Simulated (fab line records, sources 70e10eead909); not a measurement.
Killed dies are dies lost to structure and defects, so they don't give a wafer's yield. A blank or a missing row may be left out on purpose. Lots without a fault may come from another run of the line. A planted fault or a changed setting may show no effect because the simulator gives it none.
fab line records | flow nand_harc
record lots=5 wafers=14 last_day=33
route steps=1302 shown A_CONTACT@1089
lots that met no fault: from a run of the same line without faults
start_h: hours from the record's first day to the start of the lot's first wafer shown | wait_h: hours since the lot's step before | " the same as in the row above | L1.1+2: a row that stands for several wafers | - no value, or no start given | * or withheld: withheld | < > ~ a bound
route shown NAME@n: a module of which the file shows steps, and the number in the route of the first | usual: mean/standard deviation of fault-free wafers | same: alike in all rows | chamber/n: place in a boat | sites: the reading at each site | _std_site: their standard deviation | _edge_site: outer sites' mean less inner sites' | radius_mm: how far each site lies from the wafer's centre | mask NAME#n: copy n | behind: the tool/chamber that last shaped the wafer | hold: why the lot was held/for how many hours/how that ended | device: the transistor (n, p or np) that didn't switch | end of line: the same wafers' tests at the end of the route | a step without rows: its recipe alone | killed: dies lost to structure and defects at the first sort, not the wafer's yield | map: a wafer's dies, x killed, . not, _ none there
set.NAME: the setting as run; set.NAME@STEP: as run at that earlier step | model.NAME: the simulator's own value behind a step, which no gauge read
lots at some steps of the route; a table a step, a row a wafer
services: from which hour (start_h, from the record's first day; less than 0 if before it) a tool's chamber was out of use, for how many hours, and why
## steps
# step NHARC_A_CONTACT_ETCH_137
# recipe source_w=withheld pressure_mtorr=20 bias_v=1200 time_s=311 target_depth_a=19120 ar_flow_sccm=withheld c4f8_flow_sccm=withheld o2_flow_sccm=withheld chemistry=C4F8/O2/Ar
# columns lot.wafer tool chamber start_h wait_h rf_hours_counter_h
L110.1 har_cap_etch-02 1 529.92 0.3 89
L110.6 " 0 " " -
L110.5 " 1 " " -
L114.2 har_cap_etch-02 0 583.69 0.2 100
L114.6 " 1 " " -
L121.1 har_cap_etch-01 1 652.24 0.2 23
L121.6 " 0 " " -
L121.5 " 1 " " -
L128.1 har_cap_etch-03 0 731.89 0.2 81
L128.4 " 1 " " -
L128.6 " 1 " " -
L130.1 har_cap_etch-02 1 752.00 0.2 131
L130.4 " 1 " " -
L130.5 " 0 " " -
# step NHARC_A_CONTACT_ETCH_138
# recipe source_w=withheld pressure_mtorr=20 bias_v=1200 time_s=311 target_depth_a=19140 ar_flow_sccm=withheld c4f8_flow_sccm=withheld o2_flow_sccm=withheld chemistry=C4F8/O2/Ar
# columns lot.wafer tool chamber start_h wait_h rf_hours_counter_h
L110.1 har_cap_etch-02 1 530.19 0.2 90
L110.6 " 0 " " -
L110.5 " 1 " " -
L114.2 har_cap_etch-02 0 583.96 0.2 100
L114.6 " 1 " " -
L121.1 har_cap_etch-01 1 652.52 0.2 23
L121.6 " 0 " " -
L121.5 " 1 " " -
L128.1 har_cap_etch-03 0 732.16 0.2 81
L128.4 " 1 " " -
L128.6 " 1 " " -
L130.1 har_cap_etch-02 1 752.27 0.2 131
L130.4 " 1 " " -
L130.5 " 0 " " -
# step NHARC_A_CONTACT_ETCH_139
# recipe source_w=withheld pressure_mtorr=20 bias_v=400 time_s=195 target_depth_a=8400 ar_flow_sccm=withheld c4f8_flow_sccm=11.5 o2_flow_sccm=7.2 chemistry=C4F8/O2/Ar
# columns lot.wafer tool chamber start_h wait_h rf_hours_counter_h
L110.1 har_cap_etch-02 1 530.46 0.2 90
L110.6 " 0 " " -
L110.5 " 1 " " -
L114.2 har_cap_etch-02 0 584.23 0.2 101
L114.6 " 1 " " -
L121.1 har_cap_etch-01 1 652.79 0.2 24
L121.6 " 0 " " -
L121.5 " 1 " " -
L128.1 har_cap_etch-03 0 732.43 0.2 82
L128.4 " 1 " " -
L128.6 " 1 " " -
L130.1 har_cap_etch-02 1 752.54 0.2 131
L130.4 " 1 " " -
L130.5 " 0 " " -
# step NHARC_A_CONTACT_ETCH_92
# recipe target_depth_a=400 over_etch_frac=0.5 time_s=85.7 ion_energy_ev=120 ch3f_flow_sccm=50 o2_flow_sccm=30 ar_flow_sccm=200 rf_w=500 bias_w=100 chemistry=CH3F/O2
# step NHARC_A_CONTACT_ETCH_98
# recipe target_depth_a=200 over_etch_frac=0.5 time_s=10 ion_energy_ev=250 c4f6_flow_sccm=25 o2_flow_sccm=20 ar_flow_sccm=500 rf_w=600 bias_w=500 chemistry=C4F6/O2
# usual drypump_motor_current_A=5.8/0.34 oes_product_au=0.952/0.019 rf_vpp_V=547/4.2 showerhead_plenum_p_Torr=3.92/0.2 throttle_valve_pct=26.904/0.0099
# same over_etch_frac=0.5
# columns lot.wafer tool chamber start_h wait_h drypump_motor_current_A oes_product_au rf_hours_counter_h rf_vpp_V showerhead_plenum_p_Torr throttle_valve_pct
L110.1 rie_diel-04 0 - - 5.6 0.975 57 540 3.64 26.904
L110.5 " 0 " " 5.6 0.974 - 539 3.64 26.901
L110.6 " 1 " " 5.8 0.961 - 551 4.19 26.895
L114.2 rie_diel-04 1 584.95 0.1 5.7 0.937 12 552 4.18 26.905
L114.6 " 0 " " 5.6 0.948 - 554 4.22 26.893
L121.1 rie_diel-04 0 - - 5.6 0.953 33 553 4.21 26.900
L121.6 " 0 " " 5.6 0.953 - 552 4.21 26.895
L121.5 " 1 " " 5.7 0.976 - 552 4.17 26.891
L128.1 rie_diel-07 3 - - 5.5 0.940 25 547 3.85 26.916
L128.4 " 0 " " 5.5 0.939 24 551 4.18 26.915
L128.6 " 3 " " 5.4 0.949 - 546 3.85 26.905
L130.4 rie_diel-09 1 - - 5.6 0.934 13 551 4.08 26.896
L130.1 " 3 " " 5.7 0.944 15 553 4.22 26.915
L130.5 " 1 " " 5.6 0.935 - 549 4.08 26.896
# step NHARC_A_CONTACT_CD_MEAS_15
# usual cd_nm=190.0/0.49
# columns lot.wafer tool chamber start_h wait_h cd_nm
L110.1 cd_sem-03 - 531.23 - 190.5
L110.5 " - " " 190.2
L110.6 " - " " 190.2
L114.2 cd_sem-02 - 585.04 - 189.6
L114.6 " - " " 190.3
L121.1 cd_sem-01 - 653.55 - 189.6
L121.5 " - " " 189.1
L121.6 " - " " 189.5
L128.1 cd_sem-03 - 733.20 - 190.0
L128.4 " - " " 190.3
L128.6 " - " " 190.0
L130.1 cd_sem-02 - 753.28 - 190.3
L130.4 " - " " 190.0
L130.5 " - " " 190.3
# step NHARC_A_CONTACT_STRIP_107
# recipe n2_flow_sccm=150 h2_flow_sccm=150 ar_flow_sccm=0 bias_w=0 chemistry=N2/H2
# step NHARC_A_CONTACT_STRIP_108
# recipe cf4_flow_sccm=100 chf3_flow_sccm=30 ar_flow_sccm=0 bias_w=0 chemistry=CF4/CHF3
# step NHARC_A_CONTACT_STRIP_109
# recipe o2_flow_sccm=400 cos_flow_sccm=20 ar_flow_sccm=0 bias_w=0 chemistry=O2/COS
# step NHARC_A_CONTACT_ETCH_110
# recipe target_depth_a=600 overetch_a=60 time_s=33 ion_energy_ev=100 cf4_flow_sccm=80 o2_flow_sccm=20 ar_flow_sccm=0 rf_w=300 bias_w=100 chemistry=CF4/O2
# step NHARC_A_CONTACT_STRIP_26
# recipe o2_flow_sccm=500 ar_flow_sccm=0 bias_w=0 chemistry=O2
# usual drypump_motor_current_A=5.8/0.35 oes_product_au=0.999/0.0067 rf_vpp_V=57.9/0.96 showerhead_plenum_p_Torr=3.52/0.18 throttle_valve_pct=17.037/0.0088
# columns lot.wafer tool chamber start_h wait_h drypump_motor_current_A oes_product_au rf_hours_counter_h rf_vpp_V showerhead_plenum_p_Torr throttle_valve_pct
L110.1 rie_diel-09 2 - - 6.4 0.999 5 57.8 3.57 17.029
L110.6 " 1 " " 5.6 1.009 - 57.8 3.70 17.051
L110.5 " 2 " " 6.3 1.009 - 57.9 3.58 17.048
L114.2 rie_diel-09 1 - - 5.6 1.000 16 59.1 3.69 17.047
L114.6 " 0 " " 6.4 0.996 - 57.0 3.35 17.030
L121.1 rie_diel-04 3 - - 6.3 0.991 33 57.6 3.45 17.032
L121.6 " 3 " " 6.3 1.016 - 56.4 3.45 17.042
L121.5 " 0 " " 5.6 0.997 - 60.0 3.79 17.047
L128.1 rie_diel-04 2 - - 5.7 0.988 5 58.7 3.48 17.037
L128.4 " 2 " " 5.7 0.993 - 57.6 3.48 17.037
L128.6 " 1 " " 5.8 0.998 - 58.7 3.74 17.038
L130.4 rie_diel-07 0 - - 5.5 0.996 32 57.5 3.76 17.025
L130.1 " 2 " " 5.4 1.002 27 59.0 3.31 17.048
L130.5 " 1 " " 5.7 0.992 - 57.9 3.37 17.045
# step NHARC_A_CONTACT_STRIP_27
# recipe time_s=600 temp_c=30 chemistry=post_etch_residue_remover
# step NHARC_A_CONTACT_ALD_18
# recipe target_thk_a=30 pulse_time_s=1 ald_cycles=150 temp_c=450 material=TiN
# usual ald_cycles=150/0 heater_power_w=1102/110 precursor_pulse_height_rel=1.000/0.02
# columns lot.wafer tool chamber start_h wait_h ald_cycles heater_power_w precursor_pulse_height_rel
L110.1 ald_metal-04 2 532.21 - 150 1154 0.988
L110.5 " 0 " " 150 988 0.996
L110.6 " 1 " " 150 1061 1.009
L114.2 ald_metal-04 1 586.03 - 186 1063 1.004
L114.6 " 2 " " 186 1161 1.011
L121.1 ald_metal-01 1 655.43 - 150 1203 0.986
L121.6 " 3 " " 150 1077 0.981
L121.5 " 0 " " 150 1279 0.998
L128.4 ald_metal-01 1 734.31 - 150 1254 1.030
L128.1 " 2 " " 150 1016 0.991
L128.6 " 1 " " 150 1269 1.009
L130.4 ald_metal-04 2 754.26 - 150 1154 1.036
L130.1 " 3 " " 150 1155 1.012
L130.5 " 1 " " 150 1057 1.016
# step NHARC_A_CONTACT_CVD_19
# recipe target_thk_a=3000 temp_c=300 pressure_torr=40 wf6_flow_sccm=40 h2_flow_sccm=1600 ar_flow_sccm=1560 time_s=802 material=W
## services
# columns tool chamber start_h hours kind
har_cap_etch-01 - 508.29 0.3 repair
rie_diel-04 0 513.78 - clean
rie_diel-04 1 513.78 - clean
rie_diel-07 2 523.08 4.5 repair
ald_metal-01 - 526.00 10.0 pm
rie_diel-04 - 532.15 9.0 pm
rie_diel-04 1 558.39 3.9 repair
ald_metal-04 3 574.34 14.6 repair
rie_diel-07 2 603.01 4.5 repair
rie_diel-07 2 625.11 9.1 repair
rie_diel-09 - 626.52 6.0 repair
rie_diel-09 2 648.15 3.2 repair
ald_metal-04 - 651.02 1.3 repair
rie_diel-07 - 651.12 9.0 pm
rie_diel-09 - 674.47 9.0 pm
ald_metal-01 - 704.00 10.0 pm
rie_diel-04 - 709.15 9.0 pm
rie_diel-07 2 709.44 22.5 repair
ald_metal-04 1 713.10 29.0 repair
rie_diel-07 - 717.48 1.9 repair
rie_diel-04 3 732.54 9.0 repair
har_cap_etch-02 - 754.00 17.0 pm
har_cap_etch-02 0 754.00 17.0 vent_cycle
har_cap_etch-02 1 754.00 17.0 vent_cycle
## key
first_sign step=NHARC_A_CONTACT_ALD_18 reading=ald_cycles direction=up sigmas=99+ usual=150 struck=186
effect none on later readings
met_at NHARC_A_CONTACT_ALD_18
struck_wafers L114.2,L114.6
tester_left_out L114
onset_between 532.21 586.03
fault kind=process_parameter_drift tool=ald_metal-04 chamber=- onset_h=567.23 steps=NHARC_A_CONTACT_ALD_18 channel=ald_cycles offset=36 shape=step end_h=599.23 scope=struck_wafers_only acts_in=these_recipes_only stated=150
# tester_left_out: of these lots the tester's yield and bins aren't shown, on N5 and GAA mostly nor the transistor test; their killed dies are dies lost to structure and defects alone, not to doping, threshold or leakage, so they don't give the yield
